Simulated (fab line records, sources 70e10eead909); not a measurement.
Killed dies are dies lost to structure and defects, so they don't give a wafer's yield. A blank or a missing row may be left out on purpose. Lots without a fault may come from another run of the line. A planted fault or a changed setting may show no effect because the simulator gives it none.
Tool commonality check | flow nand_harc | 4 lots, 12 wafers sampled

WHY IT WAS OPENED
At NHARC_END_SORT_01 the reading killed_at_array is flagged on 3 of 4 lots. Wafers without a fault read 52, standard deviation 17.
Rule: a lot is flagged when every wafer of it that has a number lies more than 4 standard deviations from that mean, or none has a number. The other lots count as sound.

lot  | measured     | on        | killed_at_array, wafer by wafer | flag
L490 | day 28 07:35 | prober-01 | 665 666 666                     | FLAGGED
L489 | day 28 12:43 | prober-02 | 660 669 666                     | FLAGGED
L492 | day 28 20:31 | prober-02 | 672 675 672                     | FLAGGED
L499 | day 32 18:51 | prober-01 | 56 64 72                        |
The numbers of the flagged lots are 668 on average: +616 against the usual, or +36 standard deviations.

WHICH TOOL RAN EACH LOT
The record holds 4 process steps before the reading, out of a route of 1302 steps. In each cell: the tool, then ch and the chambers that the sampled wafers went through, then the start.
lot  | flag    | NHARC_A_STAIRCASE_DESCUM_186       | NHARC_A_STAIRCASE_TRIM_191         | NHARC_A_STAIRCASE_ETCH_194                    | NHARC_A_STAIRCASE_ETCH_203
L490 | FLAGGED | rie_diel-04 ch 0,1, day 19 22:21   | rie_diel-04 ch 0,3, day 19 22:53   | rie_diel-04 ch 0,1, day 28 07:35 or earlier   | rie_diel-10 ch 0,2, day 28 07:35 or earlier
L489 | FLAGGED | rie_diel-04 ch 0,1,2, day 19 23:23 | rie_diel-04 ch 0,1, day 19 23:56   | rie_diel-04 ch 1,2,3, day 28 12:43 or earlier | rie_diel-04 ch 0,1,2, day 28 12:43 or earlier
L492 | FLAGGED | rie_diel-10 ch 0,2,3, day 20 05:23 | rie_diel-10 ch 0,1,3, day 20 05:56 | rie_diel-10 ch 0,1,2, day 28 20:31 or earlier | rie_diel-10 ch 0,2,3, day 28 20:31 or earlier
L499 |         | rie_diel-10 ch 0,1,3, day 23 18:58 | rie_diel-10 ch 0,3, day 23 19:37   | rie_diel-10 ch 0,3, day 32 18:51 or earlier   | rie_diel-05 ch 2,3, day 32 18:51 or earlier
What these steps do:
- NHARC_A_STAIRCASE_DESCUM_186: chemistry O2, time 3 s.
- NHARC_A_STAIRCASE_TRIM_191: chemistry O2, time 211.2 s.
- NHARC_A_STAIRCASE_ETCH_194: etches the open film in C4F8/O2, target depth 100 nm, time 40.5 s.
- NHARC_A_STAIRCASE_ETCH_203: etches the open film in C4F8/O2, target depth 100 nm, time 40.5 s.
- NHARC_END_SORT_01

FLAGGED OVER TOTAL, TOOL BY TOOL (the gauges that took the reading come last)
step                         | tool        | lots run | flagged | share of the flagged lots | sound lots run after its first flagged lot
NHARC_A_STAIRCASE_DESCUM_186 | rie_diel-04 | 2        | 2       | some                      | 0
NHARC_A_STAIRCASE_DESCUM_186 | rie_diel-10 | 2        | 1       | some                      | 1 (L499)
NHARC_A_STAIRCASE_TRIM_191   | rie_diel-04 | 2        | 2       | some                      | 0
NHARC_A_STAIRCASE_TRIM_191   | rie_diel-10 | 2        | 1       | some                      | 1 (L499)
NHARC_A_STAIRCASE_ETCH_194   | rie_diel-04 | 2        | 2       | some                      | 0
NHARC_A_STAIRCASE_ETCH_194   | rie_diel-10 | 2        | 1       | some                      | 1 (L499)
NHARC_A_STAIRCASE_ETCH_203   | rie_diel-04 | 1        | 1       | some                      | 0
NHARC_A_STAIRCASE_ETCH_203   | rie_diel-05 | 1        | 0       | none                      | -
NHARC_A_STAIRCASE_ETCH_203   | rie_diel-10 | 2        | 2       | some                      | 0
NHARC_END_SORT_01            | prober-01   | 2        | 1       | some                      | 1 (L499)
NHARC_END_SORT_01            | prober-02   | 2        | 2       | some                      | 0
NHARC_A_STAIRCASE_ETCH_194 gives no start for some lots, so the hours and the order of its lots are those of NHARC_END_SORT_01. NHARC_A_STAIRCASE_ETCH_203 gives no start for some lots, so the hours and the order of its lots are those of NHARC_END_SORT_01.

WHAT THE TABLE ALLOWS
No row of the table ran every flagged lot.

WHAT THE SIMULATOR HAD PUT IN
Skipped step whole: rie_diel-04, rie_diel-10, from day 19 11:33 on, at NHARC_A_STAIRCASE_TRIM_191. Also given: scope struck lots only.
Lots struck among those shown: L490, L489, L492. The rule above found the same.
